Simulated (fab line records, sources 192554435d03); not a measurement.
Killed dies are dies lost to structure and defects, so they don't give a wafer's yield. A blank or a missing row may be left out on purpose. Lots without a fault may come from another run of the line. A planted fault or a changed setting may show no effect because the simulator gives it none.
Which tool did it? | flow n5_finfet | 10 lots, 30 wafers sampled, at 5 steps of a route of 1938

WHAT THE GAUGES READ, wafer by wafer
N5_BEOL_M4_RC_MEAS_101.
lot  | measured     | on        | DIBL_N (mV/V)
L650 | day 7 19:14  | prober-02 | 37.8 37.2 38.0
L649 | day 8 03:00  | prober-02 | 38.5 37.3 37.8
L653 | day 8 16:02  | prober-01 | 35.9 39.0 37.4
L655 | day 9 05:01  | prober-02 | 35.4 36.2 33.2
L660 | day 10 20:30 | prober-01 | 35.7 36.9 37.6
L663 | day 11 18:20 | prober-01 | 34.3 34.6 35.2
L664 | day 11 14:55 | prober-01 | 35.0 35.0 35.4
L668 | day 13 04:40 | prober-02 | 35.7 36.4 36.1
L670 | day 13 06:31 | prober-01 | 37.0 37.3 36.8
L669 | day 13 07:33 | prober-02 | 36.0 36.4 36.4

WHICH TOOL RAN EACH LOT (tool, then ch and the chambers of the sampled wafers, then the start)
lot  | N5_BEOL_M1_ANNEAL_82         | N5_BEOL_M1_SPUTTER_90        | N5_BEOL_M1_ANNEAL_91         | N5_BEOL_M1_SPUTTER_92
L650 | pvd_sputter-02, day 6 11:26  | pvd_sputter-02, day 6 12:01  | pvd_sputter-02, day 6 12:06  | pvd_sputter-02, day 6 12:14
L649 | pvd_sputter-01, day 6 12:48  | pvd_sputter-01, day 6 13:23  | pvd_sputter-01, day 6 13:28  | pvd_sputter-01, day 6 13:36
L653 | pvd_sputter-03, day 7 08:55  | pvd_sputter-03, day 7 09:29  | pvd_sputter-03, day 7 09:34  | pvd_sputter-03, day 7 09:43
L655 | pvd_sputter-03, day 7 20:11  | pvd_sputter-03, day 7 20:46  | pvd_sputter-03, day 7 20:50  | pvd_sputter-03, day 7 20:59
L660 | pvd_sputter-02, day 9 08:45  | pvd_sputter-02, day 9 09:20  | pvd_sputter-02, day 9 09:25  | pvd_sputter-02, day 9 09:33
L663 | pvd_sputter-03, day 9 20:53  | pvd_sputter-03, day 9 21:28  | pvd_sputter-03, day 9 21:32  | pvd_sputter-03, day 9 21:41
L664 | pvd_sputter-01, day 9 21:00  | pvd_sputter-01, day 9 21:35  | pvd_sputter-01, day 9 21:40  | pvd_sputter-01, day 9 21:48
L668 | pvd_sputter-03, day 11 15:47 | pvd_sputter-03, day 11 16:22 | pvd_sputter-03, day 11 16:27 | pvd_sputter-03, day 11 16:35
L670 | pvd_sputter-03, day 11 18:37 | pvd_sputter-03, day 11 19:12 | pvd_sputter-03, day 11 19:17 | pvd_sputter-03, day 11 19:25
L669 | pvd_sputter-03, day 11 21:42 | pvd_sputter-03, day 11 22:17 | pvd_sputter-03, day 11 22:22 | pvd_sputter-03, day 11 22:30
- N5_BEOL_M1_ANNEAL_82: time 240 s.
- N5_BEOL_M1_SPUTTER_90: material Cu, target thk 4.5 nm, time 8.29 s.
- N5_BEOL_M1_ANNEAL_91: time 240 s.
- N5_BEOL_M1_SPUTTER_92: material Cu, target thk 4.5 nm, time 8.29 s.

THE ANSWER, worked out from the rows above alone
Rule: what is usual is taken from the lots themselves. Put in order of their means at a reading, lots are off if they are a third of the lots or fewer, leave a main group of 4 or more, and stand apart from it by a gap of 3 or more times the standard deviation of the main group's means; of several such gaps the widest counts. A main group whose means are all the same, to the digits that the tables above print for the reading, isn't used. A lot without any number at a reading at which 4 lots or more have one is off too. The other lots that the step has rows for count as sound.
No lot is off at any reading shown: from this, nothing can be told.

WHAT THE SIMULATOR HAD PUT IN
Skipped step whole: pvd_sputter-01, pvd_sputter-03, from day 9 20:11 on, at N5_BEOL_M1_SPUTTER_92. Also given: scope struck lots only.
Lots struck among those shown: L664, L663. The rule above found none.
